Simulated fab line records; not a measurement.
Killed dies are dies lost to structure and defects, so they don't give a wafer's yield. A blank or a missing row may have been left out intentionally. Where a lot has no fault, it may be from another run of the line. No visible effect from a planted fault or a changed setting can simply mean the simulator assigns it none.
fab line records    flow n5_finfet
[record] lots = 24  wafers = 72  last_day = 18
route steps=1938 shown BEOL_M4@1045
lots that met no fault: from a run of the same line without faults
start_h: start of the lot's first displayed wafer, in hours after the record's first day    wait_h: how many hours have passed since the lot's step before this one    " unchanged from the row above    L1.1+2: one row covering several wafers at once    - value missing, or start not given    * or withheld: withheld    < > ~ a bound
route shown NAME@n: NAME is a module with steps in the file, n the number in the route of the first one    usual: mean/standard deviation of fault-free wafers    same: alike in all rows    chamber/n: place in a boat    sites: the reading at each site    _std_site: their standard deviation    _edge_site: outer sites' mean less inner sites'    radius_mm: how far each site lies from the wafer's centre    mask NAME#n: copy n    behind: the tool/chamber that last shaped the wafer    hold: what put the lot on hold/how long, in hours/how the hold closed    device: names the non-switching transistor (n, p or np)    end of line: tests run on the same wafers once the route is complete    step lacking rows: just its recipe    killed: dies that structure and defects cost at the first sort, which is not the same as the wafer's yield    map: per-die view of a wafer (x killed, . not killed, _ where there is no die)
set.NAME: the setting the step ran with; set.NAME@STEP: the setting that earlier step ran with    model.NAME: the simulator's own value behind a step, which no gauge read
a sample of lots followed through the steps of the route, with each step as a table and each wafer as a row
services: the hour from which a tool's chamber was out of use, counted from the record's first day as start_h (under 0 if before that day), plus the number of hours and why
[[steps]]
[step N5_BEOL_M4_STRIP_19]
[recipe] chemistry = O2  power_w = 400  temp_c = 40  pressure_mtorr = 30  rf_frequency_hz = 6e+07  bias_power_w = 0  overash_fraction = 0.2  o2_flow_sccm = 225
[usual] drypump_motor_current_A = 5.8/0.34  oes_product_au = 0.81/0.084  rf_vpp_V = 3.6/0.47  showerhead_plenum_p_Torr = 2.11/0.075  throttle_valve_pct = 16.67/0.18
lot.wafer  tool         chamber  start_h  wait_h  drypump_motor_current_A  oes_product_au  rf_hours_counter_h  rf_vpp_V  showerhead_plenum_p_Torr  throttle_valve_pct
L074.1     rie_diel-03  0        172.97   0.1     5.6                      0.71            193                 4.1       2.17                      17.08
L074.3     "            3        "        "       5.6                      0.83            62                  4.1       2.12                      16.51
L074.5     "            2        "        "       5.7                      0.75            -                   3.0       2.01                      16.64
L076.1     rie_diel-01  1        175.95   0.1     5.9                      0.79            110                 3.5       2.23                      16.65
L076.3     "            2        "        "       6.2                      0.97            14                  2.8       2.12                      16.48
L076.6     "            2        "        "       6.2                      0.97            -                   3.5       2.13                      16.49
L075.3     rie_diel-01  2        176.12   0.1     6.2                      0.96            14                  4.5       2.13                      16.48
L075.4     "            1        "        "       5.9                      0.79            -                   3.2       2.22                      16.67
L075.6     "            2        "        "       6.2                      0.97            -                   3.1       2.12                      16.49
L077.1     rie_diel-01  2        179.45   0.1     6.2                      0.97            16                  3.5       2.12                      16.48
L077.3     "            1        "        "       6.0                      0.79            111                 3.3       2.22                      16.68
L077.5     "            0        "        "       6.2                      0.78            -                   4.5       2.09                      16.69
L078.2     rie_diel-01  0        189.32   0.1     6.2                      0.77            131                 2.4       2.08                      16.69
L078.4     "            1        "        "       5.9                      0.79            116                 3.2       2.22                      16.68
L078.5     "            2        "        "       6.2                      0.95            -                   4.2       2.12                      16.50
L080.1     rie_diel-03  0        190.13   0.1     5.5                      0.70            200                 3.4       2.16                      17.11
L080.2     "            2        "        "       5.7                      0.74            171                 3.7       2.00                      16.65
L080.6     "            3        "        "       5.6                      0.82            -                   3.4       2.12                      16.50
L079.3     rie_diel-01  0        191.42   0.1     6.2                      0.77            132                 3.3       2.08                      16.68
L079.4     "            1        "        "       5.9                      0.78            117                 4.8       2.22                      16.70
L079.6     "            3        "        "       5.1                      0.95            -                   3.1       2.23                      16.37
L082.2     rie_diel-03  2        214.68   0.1     5.7                      0.74            180                 3.4       2.00                      16.67
L082.4     "            0        "        "       5.5                      0.70            208                 4.0       2.16                      17.13
L082.6     "            0        "        "       5.5                      0.70            -                   3.8       2.16                      17.11
L081.2     rie_diel-01  3        214.91   0.1     5.2                      0.92            13                  3.9       2.23                      16.37
L081.4     "            2        "        "       6.2                      0.93            29                  4.2       2.12                      16.51
L081.5     "            3        "        "       5.1                      0.91            -                   3.8       2.23                      16.38
L084.1     rie_diel-03  0        223.59   0.2     5.6                      0.69            211                 3.5       2.16                      17.14
L084.3     "            1        "        "       5.4                      0.70            231                 3.4       1.97                      16.90
L084.4     "            3        "        "       5.7                      0.82            81                  4.0       2.12                      16.54
L083.2     rie_diel-05  3        224.00   0.1     5.3                      0.91            21                  3.5       2.03                      16.73
L083.4     "            0        "        "       5.8                      0.75            196                 3.5       2.06                      16.59
L083.5     "            0        "        "       5.8                      0.74            -                   3.9       2.06                      16.58
L085.3     rie_diel-05  2        239.05   0.1     5.9                      0.90            36                  3.9       2.04                      16.84
L085.5     "            2        "        "       5.8                      0.90            -                   2.7       2.04                      16.84
L085.6     "            3        "        "       5.3                      0.90            -                   3.3       2.03                      16.76
L087.2     rie_diel-01  2        240.11   0.1     6.2                      0.92            39                  3.9       2.12                      16.53
L087.4     "            1        "        "       5.9                      0.77            131                 3.6       2.22                      16.70
L087.6     "            1        "        "       5.9                      0.76            -                   3.4       2.22                      16.70
L088.2     rie_diel-05  3        247.66   0.1     5.3                      0.89            29                  2.8       2.03                      16.76
L088.3     "            1        "        "       5.8                      0.87            66                  3.6       2.15                      16.49
L088.5     "            2        "        "       5.8                      0.89            -                   3.7       2.04                      16.84
L086.1     rie_diel-05  2        251.53   0.2     5.8                      0.89            40                  3.2       2.04                      16.85
L086.2     "            1        "        "       5.9                      0.85            67                  4.1       2.15                      16.48
L086.5     "            3        "        "       5.3                      0.90            -                   3.8       2.03                      16.75
L089.2     rie_diel-01  3        252.11   0.2     5.1                      0.90            26                  3.5       2.22                      16.39
L089.4     "            1        "        "       6.0                      0.76            135                 4.4       2.22                      16.74
L089.6     "            1        "        "       5.9                      0.75            -                   4.1       2.22                      16.71
L091.2     rie_diel-03  3        256.51   0.1     5.6                      0.81            91                  3.8       2.11                      16.56
L091.4     "            1        "        "       5.4                      0.69            242                 3.5       1.97                      16.92
L091.6     "            0        "        "       5.5                      0.68            -                   3.2       2.16                      17.14
L090.1     rie_diel-01  2        260.48   0.1     6.2                      0.91            46                  4.1       2.11                      16.56
L090.5     "            2        "        "       6.2                      0.91            -                   3.6       2.11                      16.54
L090.6     "            1        "        "       5.9                      0.75            -                   3.0       2.22                      16.72
L092.2     rie_diel-05  1        273.53   0.1     5.8                      0.85            75                  3.3       2.15                      16.51
L092.5     "            1        "        "       5.8                      0.84            -                   3.4       2.14                      16.51
L092.6     "            2        "        "       5.9                      0.89            -                   4.7       2.03                      16.86
L093.3     rie_diel-01  0        280.02   0.2     6.2                      0.75            161                 3.3       2.07                      16.75
L093.4     "            2        "        "       6.2                      0.89            53                  3.9       2.11                      16.55
L093.5     "            2        "        "       6.2                      0.90            -                   4.3       2.11                      16.56
L094.4     rie_diel-03  2        289.06   0.1     5.7                      0.72            -                   3.6       1.99                      16.72
L094.5     "            0        "        "       5.5                      0.67            -                   3.1       2.15                      17.17
L094.6     "            3        "        "       5.6                      0.79            -                   4.1       2.11                      16.56
L095.1     rie_diel-01  0        290.06   0.1     6.2                      0.74            166                 4.1       2.07                      16.75
L095.5     "            1        "        "       5.9                      0.75            -                   3.5       2.21                      16.75
L095.6     "            2        "        "       6.2                      0.89            -                   2.9       2.11                      16.57
L097.1     rie_diel-01  0        308.79   0.3     6.2                      0.73            174                 3.9       2.07                      16.78
L097.4     "            2        "        "       6.2                      0.88            -                   4.7       2.11                      16.57
L097.5     "            0        "        "       6.2                      0.73            -                   3.9       2.07                      16.77
L096.1     rie_diel-01  2        309.84   0.1     6.2                      0.88            65                  3.7       2.11                      16.58
L096.2     "            1        "        "       5.9                      0.74            157                 3.4       2.21                      16.77
L096.3     "            0        "        "       6.2                      0.73            175                 3.5       2.07                      16.77
[step N5_BEOL_M4_CD_MEAS_35]
[recipe] target_cd_nm = 18  target_cd_y_nm = 22.4  polarity = opening
[usual] cd_nm = 18.0/0.46
lot.wafer  tool       chamber  start_h  wait_h  cd_nm
L074.1     cd_sem-03  -        179.25   0.0     17.6
L074.3     "          -        "        "       18.0
L074.5     "          -        "        "       18.1
L075.3     cd_sem-01  -        179.50   0.0     18.9
L075.4     "          -        "        "       18.5
L075.6     "          -        "        "       18.7
L076.1     cd_sem-03  -        193.58   0.0     17.9
L076.3     "          -        "        "       17.4
L076.6     "          -        "        "       17.8
L077.1     cd_sem-02  -        194.34   0.0     18.4
L077.3     "          -        "        "       18.4
L077.5     "          -        "        "       17.9
L078.2     cd_sem-02  -        197.14   0.0     18.4
L078.4     "          -        "        "       18.4
L078.5     "          -        "        "       18.8
L080.1     cd_sem-02  -        197.38   0.0     17.2
L080.2     "          -        "        "       18.0
L080.6     "          -        "        "       18.0
L079.3     cd_sem-02  -        200.10   0.0     18.0
L079.4     "          -        "        "       18.0
L079.6     "          -        "        "       17.2
L082.2     cd_sem-01  -        222.11   0.0     17.7
L082.4     "          -        "        "       18.2
L082.6     "          -        "        "       17.9
L081.2     cd_sem-01  -        222.33   0.0     17.9
L081.4     "          -        "        "       18.2
L081.5     "          -        "        "       18.3
L083.2     cd_sem-01  -        225.37   0.0     17.6
L083.4     "          -        "        "       18.8
L083.5     "          -        "        "       18.1
L084.1     cd_sem-03  -        225.37   0.0     17.1
L084.3     "          -        "        "       17.9
L084.4     "          -        "        "       18.1
L085.3     cd_sem-01  -        246.97   0.0     18.7
L085.5     "          -        "        "       17.7
L085.6     "          -        "        "       18.3
L087.2     cd_sem-02  -        247.44   0.0     18.2
L087.4     "          -        "        "       17.5
L087.6     "          -        "        "       17.7
L088.2     cd_sem-01  -        251.24   0.0     18.5
L088.3     "          -        "        "       18.1
L088.5     "          -        "        "       18.7
L086.1     cd_sem-02  -        254.54   0.0     17.6
L086.2     "          -        "        "       18.2
L086.5     "          -        "        "       18.2
L089.2     cd_sem-02  -        255.03   0.0     17.3
L089.4     "          -        "        "       17.4
L089.6     "          -        "        "       17.7
L091.2     cd_sem-02  -        265.60   0.0     18.2
L091.4     "          -        "        "       17.7
L091.6     "          -        "        "       17.8
L090.1     cd_sem-03  -        274.74   0.0     18.1
L090.5     "          -        "        "       18.3
L090.6     "          -        "        "       18.4
L092.2     cd_sem-03  -        279.00   0.0     17.5
L092.5     "          -        "        "       17.6
L092.6     "          -        "        "       17.7
L093.3     cd_sem-02  -        282.43   0.0     17.3
L093.4     "          -        "        "       17.0
L093.5     "          -        "        "       17.9
L094.4     cd_sem-03  -        297.46   0.0     17.7
L094.5     "          -        "        "       17.9
L094.6     "          -        "        "       18.5
L095.1     cd_sem-02  -        297.66   0.0     17.9
L095.5     "          -        "        "       17.4
L095.6     "          -        "        "       18.0
L097.1     cd_sem-03  -        320.82   0.0     17.2
L097.4     "          -        "        "       17.2
L097.5     "          -        "        "       17.2
L096.1     cd_sem-02  -        321.08   0.0     18.1
L096.2     "          -        "        "       18.0
L096.3     "          -        "        "       17.8
[step N5_BEOL_M4_ALD_84]
[recipe] material = TaN  target_thk_a = *  temp_c = 275  ald_precursor_family = PDMAT  ald_co_reactant = NH3  pressure_torr = 3  carrier_flow_sccm = 1500  pulse_time_s = 2  purge_time_s = 3  co_reactant_purge_time_s = 2  co_reactant_pulse_time_s = 3  ald_cycles = 30  precursor_vessel_temp_c = 75  precursor_vessel_pressure_torr = 26.25  precursor_vessel_carrier_sccm = 1000
[usual] heater_power_w = 414/28
[same] purge_time_s = 3
lot.wafer  tool          chamber  start_h  wait_h  heater_power_w
L074.1     ald_metal-02  3        179.69   0.0     423
L074.3     "             1        "        "       406
L074.5     "             3        "        "       414
L075.3     ald_metal-01  3        179.77   0.0     433
L075.4     "             2        "        "       387
L075.6     "             3        "        "       438
L076.1     ald_metal-02  3        194.34   0.0     418
L076.3     "             1        "        "       416
L076.6     "             0        "        "       399
L077.1     ald_metal-01  0        194.78   0.0     409
L077.3     "             3        "        "       445
L077.5     "             3        "        "       436
L078.2     ald_metal-02  0        197.30   0.0     398
L078.4     "             1        "        "       402
L078.5     "             0        "        "       399
L080.1     ald_metal-02  3        197.74   0.0     421
L080.2     "             1        "        "       412
L080.6     "             2        "        "       382
L079.3     ald_metal-02  0        200.58   0.0     405
L079.4     "             1        "        "       396
L079.6     "             0        "        "       412
L082.2     ald_metal-03  3        222.52   0.0     425
L082.4     "             0        "        "       385
L082.6     "             3        "        "       425
L081.2     ald_metal-02  2        222.97   0.0     391
L081.4     "             1        "        "       410
L081.5     "             1        "        "       418
L083.2     ald_metal-01  0        225.51   0.0     416
L083.4     "             2        "        "       399
L083.5     "             1        "        "       407
L084.1     ald_metal-02  2        225.73   0.0     383
L084.3     "             3        "        "       417
L084.4     "             0        "        "       383
L085.3     ald_metal-03  2        247.54   0.1     473
L085.5     "             1        "        "       480
L085.6     "             0        "        "       386
L087.2     ald_metal-02  3        247.64   0.1     416
L087.4     "             2        "        "       379
L087.6     "             3        "        "       418
L088.2     ald_metal-03  3        251.67   0.0     423
L088.3     "             0        "        "       369
L088.5     "             0        "        "       377
L086.1     ald_metal-01  0        254.83   0.0     404
L086.2     "             1        "        "       417
L086.5     "             3        "        "       436
L089.2     ald_metal-01  2        255.28   0.1     390
L089.4     "             3        "        "       428
L089.6     "             0        "        "       420
L091.2     ald_metal-03  2        266.24   0.0     467
L091.4     "             1        "        "       493
L091.6     "             3        "        "       417
L090.1     ald_metal-02  3        275.37   0.0     413
L090.5     "             0        "        "       397
L090.6     "             2        "        "       387
L092.2     ald_metal-02  3        279.60   0.0     423
L092.5     "             0        "        "       405
L092.6     "             2        "        "       381
L093.3     ald_metal-03  2        282.74   0.0     472
L093.4     "             0        "        "       371
L093.5     "             1        "        "       484
L094.4     ald_metal-02  0        297.86   0.1     416
L094.5     "             3        "        "       417
L094.6     "             2        "        "       391
L095.1     ald_metal-01  0        298.15   0.1     401
L095.5     "             0        "        "       411
L095.6     "             1        "        "       418
L097.1     ald_metal-03  3        321.18   0.1     419
L097.4     "             0        "        "       371
L097.5     "             3        "        "       422
L096.1     ald_metal-01  3        323.29   0.1     424
L096.2     "             2        "        "       385
L096.3     "             0        "        "       405
[step N5_BEOL_M4_ANNEAL_49]
[recipe] temp_c = 400  time_s = 240  ambient = vacuum
[usual] heater_power_w = 837/56
lot.wafer  tool            chamber  start_h  wait_h  heater_power_w
L074.1     pvd_sputter-02  -        180.45   0.0     791
L074.3     "               -        "        "       907
L074.5     "               -        "        "       837
L075.3     pvd_sputter-01  -        180.58   0.0     821
L075.4     "               -        "        "       861
L075.6     "               -        "        "       812
L076.1     pvd_sputter-01  -        195.12   0.0     760
L076.3     "               -        "        "       866
L076.6     "               -        "        "       801
L077.1     pvd_sputter-02  -        195.52   0.0     787
L077.3     "               -        "        "       841
L077.5     "               -        "        "       821
L078.2     pvd_sputter-01  -        197.88   0.0     826
L078.4     "               -        "        "       910
L078.5     "               -        "        "       932
L080.1     pvd_sputter-03  -        199.66   0.0     786
L080.2     "               -        "        "       836
L080.6     "               -        "        "       837
L079.3     pvd_sputter-02  -        201.30   0.0     849
L079.4     "               -        "        "       786
L079.6     "               -        "        "       899
L082.2     pvd_sputter-01  -        223.08   0.0     726
L082.4     "               -        "        "       915
L082.6     "               -        "        "       912
L081.2     pvd_sputter-03  -        223.54   0.0     913
L081.4     "               -        "        "       847
L081.5     "               -        "        "       840
L083.2     pvd_sputter-02  -        227.63   0.0     837
L083.4     "               -        "        "       906
L083.5     "               -        "        "       839
L084.1     pvd_sputter-01  -        227.77   0.0     934
L084.3     "               -        "        "       841
L084.4     "               -        "        "       730
L085.3     pvd_sputter-02  -        248.43   0.0     827
L085.5     "               -        "        "       828
L085.6     "               -        "        "       779
L087.2     pvd_sputter-01  -        249.56   0.0     749
L087.4     "               -        "        "       832
L087.6     "               -        "        "       740
L088.2     pvd_sputter-02  -        252.51   0.0     819
L088.3     "               -        "        "       921
L088.5     "               -        "        "       938
L086.1     pvd_sputter-03  -        255.40   0.0     833
L086.2     "               -        "        "       902
L086.5     "               -        "        "       888
L089.2     pvd_sputter-03  -        257.71   0.0     844
L089.4     "               -        "        "       928
L089.6     "               -        "        "       908
L091.2     pvd_sputter-02  -        267.01   0.0     906
L091.4     "               -        "        "       800
L091.6     "               -        "        "       894
L090.1     pvd_sputter-02  -        275.95   0.0     832
L090.5     "               -        "        "       792
L090.6     "               -        "        "       814
L092.2     pvd_sputter-02  -        280.71   0.0     917
L092.5     "               -        "        "       806
L092.6     "               -        "        "       823
L093.3     pvd_sputter-01  -        283.36   0.0     901
L093.4     "               -        "        "       846
L093.5     "               -        "        "       837
L094.4     pvd_sputter-02  -        300.04   0.0     786
L094.5     "               -        "        "       814
L094.6     "               -        "        "       844
L095.1     pvd_sputter-03  -        300.76   0.0     913
L095.5     "               -        "        "       840
L095.6     "               -        "        "       786
L097.1     pvd_sputter-02  -        321.89   0.0     828
L097.4     "               -        "        "       882
L097.5     "               -        "        "       763
L096.1     pvd_sputter-01  -        324.15   0.0     747
L096.2     "               -        "        "       843
L096.3     "               -        "        "       933
[step N5_BEOL_M4_SPUTTER_79]
[recipe] material = Cu  target_thk_a = 45  temp_c = -20  chamber_pressure_pa = 0.07  power_w = withheld  time_s = 8.29
[usual] chuck_gas_flow_sccm = 1.25/0.051  throttle_valve_pct = 30.5/0.73
lot.wafer  tool            chamber  start_h  wait_h  chuck_gas_flow_sccm  throttle_valve_pct
L074.1     pvd_sputter-02  -        180.59   0.1     1.28                 29.5
L074.3     "               -        "        "       1.28                 30.4
L074.5     "               -        "        "       1.28                 30.6
L075.3     pvd_sputter-01  -        180.72   0.1     1.29                 31.1
L075.4     "               -        "        "       1.25                 30.3
L075.6     "               -        "        "       1.23                 31.3
L076.1     pvd_sputter-01  -        195.26   0.1     1.35                 31.6
L076.3     "               -        "        "       1.25                 30.4
L076.6     "               -        "        "       1.23                 31.0
L077.1     pvd_sputter-02  -        195.66   0.1     1.25                 29.9
L077.3     "               -        "        "       1.30                 30.7
L077.5     "               -        "        "       1.28                 30.3
L078.2     pvd_sputter-01  -        198.02   0.1     1.27                 31.0
L078.4     "               -        "        "       1.21                 30.0
L078.5     "               -        "        "       1.20                 30.1
L080.1     pvd_sputter-03  -        199.80   0.1     1.27                 31.2
L080.2     "               -        "        "       1.27                 29.8
L080.6     "               -        "        "       1.21                 30.0
L079.3     pvd_sputter-02  -        201.44   0.1     1.29                 30.6
L079.4     "               -        "        "       1.22                 29.9
L079.6     "               -        "        "       1.21                 30.3
L082.2     pvd_sputter-01  -        223.22   0.1     1.31                 31.4
L082.4     "               -        "        "       1.27                 29.9
L082.6     "               -        "        "       1.24                 30.1
L081.2     pvd_sputter-03  -        223.68   0.1     1.35                 32.3
L081.4     "               -        "        "       1.31                 29.1
L081.5     "               -        "        "       1.17                 29.2
L083.2     pvd_sputter-02  -        227.77   0.1     1.23                 30.4
L083.4     "               -        "        "       1.24                 30.4
L083.5     "               -        "        "       1.22                 30.4
L084.1     pvd_sputter-01  -        227.91   0.1     1.32                 30.2
L084.3     "               -        "        "       1.26                 30.6
L084.4     "               -        "        "       1.16                 31.7
L085.3     pvd_sputter-02  -        248.57   0.1     1.34                 30.5
L085.5     "               -        "        "       1.20                 30.3
L085.6     "               -        "        "       1.35                 29.9
L087.2     pvd_sputter-01  -        249.70   0.1     1.28                 31.7
L087.4     "               -        "        "       1.29                 31.5
L087.6     "               -        "        "       1.30                 31.7
L088.2     pvd_sputter-02  -        252.65   0.1     1.33                 30.5
L088.3     "               -        "        "       1.28                 30.3
L088.5     "               -        "        "       1.29                 30.6
L086.1     pvd_sputter-03  -        255.55   0.1     1.29                 29.4
L086.2     "               -        "        "       1.31                 32.2
L086.5     "               -        "        "       1.20                 32.2
L089.2     pvd_sputter-03  -        257.85   0.1     1.26                 29.7
L089.4     "               -        "        "       1.27                 31.7
L089.6     "               -        "        "       1.26                 32.0
L091.2     pvd_sputter-02  -        267.15   0.1     1.19                 30.6
L091.4     "               -        "        "       1.31                 30.6
L091.6     "               -        "        "       1.23                 30.5
L090.1     pvd_sputter-02  -        276.09   0.1     1.23                 30.5
L090.5     "               -        "        "       1.23                 30.6
L090.6     "               -        "        "       1.20                 30.4
L092.2     pvd_sputter-02  -        280.85   0.1     1.25                 30.5
L092.5     "               -        "        "       1.21                 30.6
L092.6     "               -        "        "       1.13                 30.5
L093.3     pvd_sputter-01  -        283.50   0.1     1.27                 30.1
L093.4     "               -        "        "       1.26                 31.4
L093.5     "               -        "        "       1.19                 30.3
L094.4     pvd_sputter-02  -        300.18   0.1     1.22                 29.8
L094.5     "               -        "        "       1.26                 30.4
L094.6     "               -        "        "       1.16                 30.3
L095.1     pvd_sputter-03  -        300.90   0.1     1.33                 32.3
L095.5     "               -        "        "       1.16                 29.3
L095.6     "               -        "        "       1.21                 30.9
L097.1     pvd_sputter-02  -        322.03   0.1     1.27                 30.5
L097.4     "               -        "        "       1.23                 30.4
L097.5     "               -        "        "       1.16                 29.7
L096.1     pvd_sputter-01  -        324.29   0.1     1.28                 31.6
L096.2     "               -        "        "       1.25                 31.5
L096.3     "               -        "        "       1.25                 30.2
[step N5_BEOL_M4_SPUTTER_88]
[recipe] material = Cu  target_thk_a = 45  temp_c = -20  chamber_pressure_pa = 0.07  power_w = withheld  time_s = 8.29
[usual] chuck_gas_flow_sccm = 1.26/0.053  throttle_valve_pct = 30.5/0.75
lot.wafer  tool            chamber  start_h  wait_h  chuck_gas_flow_sccm  throttle_valve_pct
L074.1     pvd_sputter-02  -        181.25   0.1     1.27                 30.0
L074.3     "               -        "        "       1.24                 30.4
L074.5     "               -        "        "       1.29                 30.7
L075.3     pvd_sputter-01  -        181.38   0.1     1.15                 31.1
L075.4     "               -        "        "       1.27                 30.4
L075.6     "               -        "        "       1.22                 31.2
L076.1     pvd_sputter-01  -        195.92   0.1     1.30                 31.6
L076.3     "               -        "        "       1.30                 30.5
L076.6     "               -        "        "       1.30                 31.3
L077.1     pvd_sputter-02  -        196.32   0.1     1.36                 30.0
L077.3     "               -        "        "       1.27                 30.5
L077.5     "               -        "        "       1.29                 30.6
L078.2     pvd_sputter-01  -        198.68   0.1     1.18                 31.2
L078.4     "               -        "        "       1.24                 30.2
L078.5     "               -        "        "       1.20                 29.9
L080.1     pvd_sputter-03  -        200.46   0.1     1.24                 31.4
L080.2     "               -        "        "       1.23                 29.7
L080.6     "               -        "        "       1.20                 29.8
L079.3     pvd_sputter-02  -        202.10   0.1     1.23                 30.5
L079.4     "               -        "        "       1.24                 30.0
L079.6     "               -        "        "       1.20                 30.6
L082.2     pvd_sputter-01  -        223.88   0.1     1.36                 31.7
L082.4     "               -        "        "       1.28                 30.0
L082.6     "               -        "        "       1.25                 30.0
L081.2     pvd_sputter-03  -        224.34   0.1     1.29                 32.0
L081.4     "               -        "        "       1.26                 29.1
L081.5     "               -        "        "       1.29                 29.2
L083.2     pvd_sputter-02  -        228.43   0.1     1.31                 30.6
L083.4     "               -        "        "       1.34                 30.3
L083.5     "               -        "        "       1.31                 30.8
L084.1     pvd_sputter-01  -        228.57   0.1     1.30                 30.3
L084.3     "               -        "        "       1.28                 30.7
L084.4     "               -        "        "       1.27                 31.7
L085.3     pvd_sputter-02  -        249.23   0.1     1.18                 30.5
L085.5     "               -        "        "       1.15                 30.4
L085.6     "               -        "        "       1.29                 29.7
L087.2     pvd_sputter-01  -        250.36   0.1     1.28                 31.6
L087.4     "               -        "        "       1.22                 31.2
L087.6     "               -        "        "       1.25                 31.8
L088.2     pvd_sputter-02  -        253.31   0.1     1.26                 30.5
L088.3     "               -        "        "       1.14                 30.3
L088.5     "               -        "        "       1.28                 30.4
L086.1     pvd_sputter-03  -        256.27   0.1     1.26                 29.8
L086.2     "               -        "        "       1.32                 32.3
L086.5     "               -        "        "       1.31                 32.3
L089.2     pvd_sputter-03  -        258.51   0.1     1.23                 29.9
L089.4     "               -        "        "       1.23                 32.2
L089.6     "               -        "        "       1.26                 32.2
L091.2     pvd_sputter-02  -        267.81   0.1     1.27                 30.2
L091.4     "               -        "        "       1.38                 30.5
L091.6     "               -        "        "       1.24                 30.3
L090.1     pvd_sputter-02  -        276.75   0.1     1.37                 30.3
L090.5     "               -        "        "       1.22                 30.6
L090.6     "               -        "        "       1.31                 30.2
L092.2     pvd_sputter-02  -        281.51   0.1     1.29                 30.5
L092.5     "               -        "        "       1.24                 30.6
L092.6     "               -        "        "       1.26                 30.6
L093.3     pvd_sputter-01  -        284.16   0.1     1.18                 30.4
L093.4     "               -        "        "       1.26                 31.0
L093.5     "               -        "        "       1.19                 30.6
L094.4     pvd_sputter-02  -        300.84   0.1     1.23                 29.6
L094.5     "               -        "        "       1.31                 30.8
L094.6     "               -        "        "       1.27                 30.6
L095.1     pvd_sputter-03  -        301.56   0.1     1.31                 32.1
L095.5     "               -        "        "       1.18                 29.0
L095.6     "               -        "        "       1.23                 31.1
L097.1     pvd_sputter-02  -        323.99   0.1     1.38                 30.6
L097.4     "               -        "        "       1.30                 30.3
L097.5     "               -        "        "       1.15                 29.9
L096.1     pvd_sputter-01  -        324.95   0.1     1.34                 31.4
L096.2     "               -        "        "       1.26                 31.3
L096.3     "               -        "        "       1.39                 30.1
[[services]]
tool            chamber  start_h  hours  kind
rie_diel-03     3        149.91   2.5    repair
rie_diel-01     3        153.44   -      clean
rie_diel-01     3        153.44   -      consumable_replace:focus_ring
ald_metal-02    -        172.83   1.0    repair
rie_diel-05     -        180.40   15.6   pm
ald_metal-02    0        188.05   4.4    repair
ald_metal-01    1        190.98   1.6    repair
ald_metal-02    -        238.32   2.8    pm
rie_diel-03     -        253.52   0.4    repair
ald_metal-03    2        256.20   1.8    repair
ald_metal-02    1        259.77   20.7   repair
rie_diel-05     0        265.47   8.7    repair
ald_metal-03    -        267.58   14.6   pm
ald_metal-01    -        272.30   6.0    pm
rie_diel-05     2        279.25   2.4    repair
ald_metal-03    3        285.55   13.2   repair
rie_diel-05     0        287.52   1.8    repair
rie_diel-01     3        288.67   23.6   repair
pvd_sputter-02  -        288.91   7.9    repair
rie_diel-05     1        290.79   6.3    repair
rie_diel-03     0        293.22   10.1   repair
pvd_sputter-02  -        303.50   6.2    repair
rie_diel-01     0        317.16   9.8    repair
rie_diel-05     1        317.84   8.7    repair
[[key]]
fault none
